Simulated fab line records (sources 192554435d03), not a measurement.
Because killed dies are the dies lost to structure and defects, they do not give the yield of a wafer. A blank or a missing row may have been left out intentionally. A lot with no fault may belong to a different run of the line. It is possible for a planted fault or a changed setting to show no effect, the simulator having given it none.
fab line records ; flow n5-finfet ; part 2 of 2: steps 5 to 6 of 6
record: lots: 21; wafers: 63; last-day: 21
route steps=1938 shown GATE_CUT@513 MOL_CONTACT_COAG@545 BEOL_M0_SAQP@653
lots that met no fault: taken from a fault-free run of the same line
start-h: hours from the record's opening day to when the first of the lot's shown wafers began ; wait-h: time in hours since the lot's previous step ; " unchanged from the row above ; L1.1+2: a single row standing in for several wafers ; - no value present, or no start provided ; * or withheld: withheld ; < > ~ a bound
route shown NAME@n: NAME is a module with steps in the file, n the number in the route of the first one ; usual: the fault-free wafers' mean and standard deviation ; same: alike in all rows ; chamber/n: place in a boat ; sites: per-site readings ; _std_site: the values' standard deviation ; _edge_site: inner sites' mean taken away from outer sites' mean ; radius-mm: for every site, how far away it sits from the centre of the wafer ; mask NAME#n: copy n ; behind: the tool/chamber that last shaped the wafer ; hold: why the lot was held/for how many hours/how that ended ; device: transistor that didn't switch, given as n, p or np ; end of line: at the end of the route, the tests of the same wafers ; step lacking rows: just its recipe ; killed: at the first sort, the dies lost to defects and structure; wafer yield is something else ; map: dies across one wafer; x = killed, . = not, _ = none there
set.NAME: the setting the step ran with; set.NAME@STEP: the setting that earlier step ran with ; model.NAME: the simulator's own value behind a step, which no gauge read
route steps across a sampled set of lots; one table per step, one row per wafer
services: the hour from which a tool's chamber was out of use, counted from the record's first day as start-h (under 0 if before that day), plus the number of hours and why
== steps ==
step: N5_MOL_CONTACT_COAG_ETCH_124
recipe: chemistry: CH3F/O2; target: SiNx; target-depth-a: 65; mask-material: SOC; stop-on: SiOC; over-etch-frac: 0.3; ion-energy-ev: 120; pressure-mtorr: 30; source-w: 395; bias-w: 73; Ar_flow_sccm: 150; CH3F_flow_sccm: 30; O2_flow_sccm: 20; ends: end-point
usual: chamber-pressure-mTorr: 30.000/0.029; drypump-motor-current-A: 5.5/0.49; oes_f_703_au: 0.79/0.079; oes-product-au: 0.68/0.069; rf-vpp-V: 299/8; showerhead-plenum-p-Torr: 2.00/0.051; throttle-valve-pct: 16.15/0.19
lot.wafer;tool;chamber;start-h;wait-h;chamber-pressure-mTorr;drypump-motor-current-A;oes_f_703_au;oes-product-au;rf-hours-counter-h;rf-vpp-V;showerhead-plenum-p-Torr;throttle-valve-pct
L074.3;rie-diel-04;2;101.46;0.0;30.048;4.9;0.71;0.66;118;307;2.02;15.94
L074.4;rie-diel-04;1;101.46;0.0;30.004;6.4;0.91;0.81;11;309;2.05;16.27
L074.6;rie-diel-04;2;101.46;0.0;29.958;4.9;0.72;0.66;-;308;2.02;15.95
L075.1;rie-diel-05;2;104.38;0.0;29.990;5.4;0.80;0.67;117;302;2.03;16.06
L075.3;rie-diel-05;3;104.38;0.0;30.027;5.3;0.64;0.57;250;307;1.97;16.45
L075.6;rie-diel-05;0;104.38;0.0;30.033;5.2;0.78;0.70;-;297;2.02;16.15
L078.2;rie-diel-05;3;127.52;0.0;29.954;5.3;0.97;0.86;2;308;1.97;15.97
L078.4;rie-diel-05;2;127.52;0.0;29.977;5.4;0.80;0.66;121;303;2.03;16.05
L078.6;rie-diel-05;2;127.52;0.0;29.956;5.4;0.81;0.66;-;304;2.03;16.06
L079.2;rie-diel-04;1;135.81;0.0;30.000;6.4;0.88;0.77;21;311;2.05;16.28
L079.3;rie-diel-04;2;135.81;0.0;30.011;4.9;0.71;0.66;129;307;2.01;15.97
L079.4;rie-diel-04;2;135.81;0.0;30.011;4.9;0.71;0.66;-;307;2.01;15.95
L080.2;rie-diel-01;2;146.25;0.0;30.006;5.2;0.73;0.60;221;297;1.91;16.26
L080.3;rie-diel-01;3;146.25;0.0;29.947;5.6;0.91;0.74;49;287;1.95;15.87
L080.5;rie-diel-01;0;146.25;0.0;29.986;5.5;0.70;0.62;-;304;2.01;16.42
L081.1;rie-diel-05;3;150.25;0.0;30.049;5.3;0.93;0.83;8;307;1.96;15.99
L081.2;rie-diel-05;1;150.25;0.0;30.037;6.4;0.86;0.77;25;286;1.97;15.94
L081.5;rie-diel-05;0;150.25;0.0;29.978;5.3;0.77;0.69;-;298;2.02;16.17
L082.2;rie-diel-05;0;152.25;0.0;29.949;5.3;0.77;0.69;94;297;2.02;16.18
L082.5;rie-diel-05;3;152.25;0.0;29.960;5.3;0.93;0.83;-;308;1.96;15.99
L082.6;rie-diel-05;0;152.25;0.0;30.017;5.3;0.77;0.68;-;300;2.02;16.17
L083.2;rie-diel-05;0;156.61;0.0;30.045;5.2;0.77;0.69;95;296;2.02;16.18
L083.3;rie-diel-05;3;156.61;0.0;29.989;5.3;0.93;0.82;10;306;1.96;16.00
L083.4;rie-diel-05;2;156.61;0.0;29.970;5.4;0.80;0.66;129;303;2.03;16.06
L084.2;rie-diel-05;2;160.48;0.0;30.002;5.3;0.80;0.66;131;304;2.03;16.06
L084.4;rie-diel-05;0;160.48;0.0;30.004;5.2;0.76;0.68;96;300;2.02;16.19
L084.5;rie-diel-05;2;160.48;0.0;29.992;5.4;0.79;0.66;-;303;2.03;16.06
L085.1;rie-diel-01;2;165.31;0.0;30.028;5.2;0.73;0.60;225;297;1.91;16.29
L085.2;rie-diel-01;1;165.31;0.0;29.952;5.1;0.76;0.64;153;302;2.09;16.27
L085.3;rie-diel-01;3;165.31;0.0;30.000;5.7;0.91;0.75;53;287;1.94;15.89
L086.3;rie-diel-04;3;172.50;0.0;29.976;6.6;0.74;0.62;205;282;2.05;16.12
L086.4;rie-diel-04;1;172.50;0.0;29.968;6.3;0.87;0.76;30;310;2.05;16.31
L086.5;rie-diel-04;0;172.50;0.0;30.005;5.7;0.69;0.59;-;301;2.00;16.37
L087.2;rie-diel-01;0;178.24;0.0;30.015;5.5;0.69;0.62;188;305;2.00;16.46
L087.3;rie-diel-01;1;178.24;0.0;30.036;5.1;0.76;0.64;156;303;2.09;16.31
L087.5;rie-diel-01;0;178.24;0.0;30.001;5.5;0.69;0.62;-;304;2.00;16.46
L089.2;rie-diel-01;0;188.83;0.0;29.999;5.5;0.69;0.61;192;304;2.00;16.47
L089.4;rie-diel-01;1;188.83;0.0;30.042;5.1;0.74;0.64;160;301;2.09;16.25
L089.6;rie-diel-01;0;188.83;0.0;30.024;5.5;0.69;0.62;-;306;2.00;16.45
L090.2;rie-diel-01;1;192.15;0.0;29.971;5.1;0.74;0.63;161;301;2.09;16.29
L090.4;rie-diel-01;3;192.15;0.0;29.979;5.7;0.89;0.72;61;286;1.94;15.90
L090.5;rie-diel-01;0;192.15;0.0;30.031;5.5;0.69;0.62;-;306;2.00;16.47
L091.1;rie-diel-05;3;200.58;0.0;30.000;5.2;0.90;0.80;20;306;1.96;16.01
L091.2;rie-diel-05;2;200.58;0.0;30.004;5.4;0.79;0.65;141;302;2.02;16.08
L091.4;rie-diel-05;1;200.58;0.0;30.030;6.4;0.84;0.73;38;286;1.96;15.93
L092.1;rie-diel-01;3;210.58;0.0;30.017;5.6;0.89;0.72;67;286;1.94;15.91
L092.4;rie-diel-01;2;210.58;0.0;29.996;5.3;0.72;0.60;-;299;1.91;16.30
L092.6;rie-diel-01;1;210.58;0.0;30.044;5.1;0.74;0.63;-;301;2.08;16.31
L093.1;rie-diel-01;1;212.96;0.0;29.980;5.0;0.74;0.63;169;303;2.08;16.30
L093.5;rie-diel-01;3;212.96;0.0;30.029;5.7;0.89;0.72;-;286;1.94;15.92
L093.6;rie-diel-01;2;212.96;0.0;30.035;5.2;0.72;0.59;-;299;1.91;16.30
L094.2;rie-diel-01;2;226.15;0.0;29.966;5.2;0.71;0.60;245;298;1.90;16.32
L094.3;rie-diel-01;0;226.15;0.0;29.992;5.5;0.69;0.61;203;306;2.00;16.48
L094.4;rie-diel-01;1;226.15;0.0;30.011;5.0;0.74;0.64;173;302;2.08;16.30
L095.2;rie-diel-01;0;227.78;0.0;29.983;5.5;0.69;0.61;204;305;2.00;16.49
L095.3;rie-diel-01;2;227.78;0.0;30.003;5.2;0.71;0.59;245;298;1.90;16.32
L095.5;rie-diel-01;0;227.78;0.0;30.008;5.5;0.69;0.61;-;306;2.00;16.51
L096.2;rie-diel-05;3;231.28;0.0;29.995;5.3;0.88;0.79;31;307;1.96;16.03
L096.3;rie-diel-05;0;231.28;0.0;29.992;5.3;0.74;0.67;114;298;2.01;16.21
L096.4;rie-diel-05;2;231.28;0.0;30.019;5.4;0.78;0.64;152;302;2.02;16.11
L097.1;rie-diel-05;3;241.74;0.0;29.967;5.2;0.88;0.78;35;308;1.96;16.07
L097.2;rie-diel-05;0;241.74;0.0;30.023;5.3;0.75;0.67;118;298;2.01;16.20
L097.4;rie-diel-05;2;241.74;0.0;29.992;5.4;0.77;0.64;156;302;2.02;16.12
step: N5_BEOL_M0_SAQP_ETCH_83
recipe: chemistry: CF4; target: SiARC; target-depth-a: 390; mask-material: CAR-ArF; time-s: 65; ion-energy-ev: 80; pressure-mtorr: 40; source-w: 545; bias-w: 36; Ar_flow_sccm: 100; cf4-flow-sccm: 100; ends: cleared
usual: chamber-pressure-mTorr: 40.00/0.036; drypump-motor-current-A: 5.7/0.4; etch-rf-on-time-s: 63.2/2.4; oes-product-au: 0.70/0.074; rf-vpp-V: 184.7/1.3; showerhead-plenum-p-Torr: 2.17/0.072; throttle-valve-pct: 15.51/0.27
lot.wafer;tool;chamber;start-h;wait-h;chamber-pressure-mTorr;drypump-motor-current-A;etch-rf-on-time-s;oes-product-au;rf-hours-counter-h;rf-vpp-V;showerhead-plenum-p-Torr;throttle-valve-pct
L074.3;rie-diel-03;1;106.99;0.0;39.97;5.8;63.5;0.62;201;184.0;2.19;15.98
L074.4;rie-diel-03;0;106.99;0.0;39.99;6.2;57.9;0.74;97;185.2;2.15;15.20
L074.6;rie-diel-03;3;106.99;0.0;40.00;5.2;63.0;0.83;-;185.1;2.28;15.43
L075.1;rie-diel-06;1;110.06;0.0;39.99;5.5;66.1;0.59;210;184.4;2.18;15.60
L075.3;rie-diel-06;2;110.06;0.0;40.06;5.2;65.6;0.80;6;185.6;2.20;15.19
L075.6;rie-diel-06;2;110.06;0.0;39.95;5.2;65.4;0.81;-;185.6;2.20;15.19
L078.2;rie-diel-02;3;133.50;0.0;40.03;5.9;64.5;0.64;157;183.9;2.20;15.45
L078.4;rie-diel-02;2;133.50;0.0;40.02;5.7;64.2;0.68;126;182.1;1.98;15.56
L078.6;rie-diel-02;0;133.50;0.0;40.01;5.7;65.7;0.58;-;184.8;2.13;15.90
L079.2;rie-diel-03;3;141.72;0.0;40.00;5.2;63.7;0.80;19;185.3;2.28;15.47
L079.3;rie-diel-03;1;141.72;0.0;40.00;5.8;63.2;0.62;207;185.0;2.19;16.02
L079.4;rie-diel-03;2;141.72;0.0;40.06;6.2;62.5;0.76;50;186.0;2.24;15.30
L080.2;rie-diel-02;2;151.61;0.0;39.98;5.7;64.1;0.67;129;180.3;1.98;15.58
L080.3;rie-diel-02;0;151.61;0.0;40.02;5.7;65.5;0.58;231;184.5;2.12;15.90
L080.5;rie-diel-02;0;151.61;0.0;40.00;5.8;66.2;0.58;-;185.7;2.12;15.93
L081.1;rie-diel-03;3;159.02;0.0;40.02;5.2;63.9;0.79;22;187.3;2.28;15.46
L081.2;rie-diel-03;0;159.02;0.0;40.04;6.2;58.1;0.73;107;184.2;2.14;15.20
L081.5;rie-diel-03;3;159.02;0.0;40.03;5.2;64.5;0.79;-;184.9;2.28;15.46
L082.2;rie-diel-02;0;159.75;0.0;39.99;5.8;66.7;0.57;232;184.0;2.12;15.92
L082.5;rie-diel-02;2;159.75;0.0;40.00;5.7;64.9;0.67;-;182.7;1.98;15.58
L082.6;rie-diel-02;1;159.75;0.0;40.03;5.4;63.4;0.68;-;182.3;2.09;15.48
L083.2;rie-diel-03;3;163.30;0.0;40.05;5.2;62.6;0.79;23;185.8;2.28;15.47
L083.3;rie-diel-03;2;163.30;0.0;39.98;6.2;62.8;0.76;54;185.9;2.24;15.31
L083.4;rie-diel-03;0;163.30;0.0;39.93;6.2;58.0;0.73;109;185.2;2.14;15.21
L084.2;rie-diel-03;1;170.58;0.0;40.02;5.8;62.7;0.61;213;184.6;2.19;15.99
L084.4;rie-diel-03;1;170.58;0.0;39.99;5.8;63.7;0.61;-;185.7;2.19;16.02
L084.5;rie-diel-03;3;170.58;0.0;40.03;5.2;63.4;0.79;-;185.4;2.28;15.47
L085.1;rie-diel-06;2;171.04;0.0;39.99;5.2;65.0;0.78;14;184.7;2.20;15.20
L085.2;rie-diel-06;0;171.04;0.0;39.96;6.3;64.1;0.69;79;184.1;2.15;15.35
L085.3;rie-diel-06;3;171.04;0.0;39.99;5.4;65.9;0.76;23;183.9;2.10;15.49
L086.3;rie-diel-03;3;180.09;0.0;40.02;5.2;63.3;0.79;28;186.1;2.28;15.46
L086.4;rie-diel-03;0;180.09;0.0;39.97;6.2;57.5;0.73;113;185.2;2.14;15.23
L086.5;rie-diel-03;1;180.09;0.0;39.93;5.8;62.8;0.61;-;185.5;2.19;16.03
L087.2;rie-diel-02;2;183.61;0.0;39.98;5.7;64.2;0.67;135;182.6;1.98;15.58
L087.3;rie-diel-02;3;183.61;0.0;40.02;5.9;65.1;0.64;166;185.4;2.20;15.46
L087.5;rie-diel-02;1;183.61;0.0;40.02;5.4;64.1;0.67;-;183.7;2.08;15.48
L089.2;rie-diel-03;2;195.44;0.0;40.07;6.3;62.9;0.76;59;185.2;2.24;15.31
L089.4;rie-diel-03;0;195.44;0.0;40.03;6.2;57.4;0.72;116;184.8;2.14;15.21
L089.6;rie-diel-03;0;195.44;0.0;39.96;6.1;57.9;0.72;-;184.2;2.14;15.22
L090.2;rie-diel-03;2;201.88;0.0;39.94;6.3;62.6;0.75;60;184.5;2.24;15.33
L090.4;rie-diel-03;3;201.88;0.0;40.00;5.2;63.1;0.79;32;185.1;2.28;15.47
L090.5;rie-diel-03;1;201.88;0.0;40.04;5.8;62.3;0.61;-;184.9;2.19;16.04
L091.1;rie-diel-03;0;206.22;0.0;40.02;6.2;58.1;0.72;118;183.8;2.14;15.24
L091.2;rie-diel-03;3;206.22;0.0;40.04;5.2;64.0;0.78;33;185.7;2.28;15.48
L091.4;rie-diel-03;2;206.22;0.0;40.03;6.3;64.0;0.74;61;187.6;2.24;15.32
L092.1;rie-diel-06;3;217.97;0.0;40.02;5.4;65.1;0.76;36;183.5;2.10;15.53
L092.4;rie-diel-06;2;217.97;0.0;40.01;5.2;64.3;0.76;28;184.2;2.19;15.23
L092.6;rie-diel-06;2;217.97;0.0;40.01;5.2;64.6;0.76;-;185.0;2.19;15.23
L093.1;rie-diel-06;0;221.13;0.0;39.99;6.2;64.6;0.68;93;183.6;2.15;15.37
L093.5;rie-diel-06;2;221.13;0.0;40.02;5.2;64.9;0.75;-;184.1;2.19;15.24
L093.6;rie-diel-06;1;221.13;0.0;39.99;5.5;66.8;0.58;-;183.3;2.17;15.63
L094.2;rie-diel-03;3;232.26;0.0;40.01;5.2;63.4;0.77;41;186.3;2.27;15.49
L094.3;rie-diel-03;1;232.26;0.0;39.97;5.8;63.5;0.60;229;183.7;2.18;16.04
L094.4;rie-diel-03;0;232.26;0.0;40.03;6.2;57.7;0.72;126;184.3;2.14;15.25
L095.2;rie-diel-06;1;236.03;0.0;40.03;5.5;66.5;0.57;237;184.7;2.17;15.65
L095.3;rie-diel-06;2;236.03;0.0;39.98;5.2;65.2;0.74;35;184.8;2.19;15.24
L095.5;rie-diel-06;0;236.03;0.0;40.00;6.3;64.6;0.67;-;184.9;2.15;15.40
L096.2;rie-diel-02;3;239.88;0.0;40.05;5.9;64.9;0.62;184;184.4;2.19;15.51
L096.3;rie-diel-02;2;239.88;0.0;40.01;5.7;62.7;0.66;152;183.4;1.97;15.61
L096.4;rie-diel-02;1;239.88;0.0;40.01;5.4;64.0;0.66;-;182.2;2.08;15.51
L097.1;rie-diel-06;2;249.80;0.0;40.00;5.2;63.9;0.75;40;183.7;2.19;15.27
L097.2;rie-diel-06;1;249.80;0.0;39.98;5.4;65.8;0.57;242;184.8;2.17;15.67
L097.4;rie-diel-06;3;249.80;0.0;39.98;5.4;64.6;0.75;45;182.5;2.09;15.55
== services ==
tool;chamber;start-h;hours;kind
cmp-03;-;70.51;3.6;repair
cmp-01;-;85.63;4.0;pm
cmp-02;-;94.13;2.5;repair
pvd-sputter-01;-;102.01;15.5;repair
rie-diel-06;-;105.21;0.6;repair
rie-diel-01;1;110.94;3.2;repair
rie-diel-01;-;123.84;1.0;repair
rie-diel-02;1;124.87;2.3;repair
rie-diel-04;0;130.04;8.7;repair
cmp-02;-;145.23;0.3;repair
pvd-sputter-01;-;147.54;3.7;repair
rie-diel-01;-;147.93;0.5;repair
cmp-02;-;160.85;4.0;pm
rie-diel-05;-;177.06;2.8;pm
rie-diel-05;-;188.93;0.2;repair
rie-diel-02;1;203.70;9.6;repair
rie-diel-04;3;206.48;9.8;repair
rie-diel-01;0;208.40;5.3;repair
rie-diel-05;-;208.65;0.6;repair
rie-diel-02;0;216.37;5.1;repair
rtp-anneal-02;-;219.09;5.3;pm
rie-diel-01;3;226.33;4.3;repair
cmp-02;-;227.89;4.8;pm
rie-diel-05;1;232.14;1.4;repair
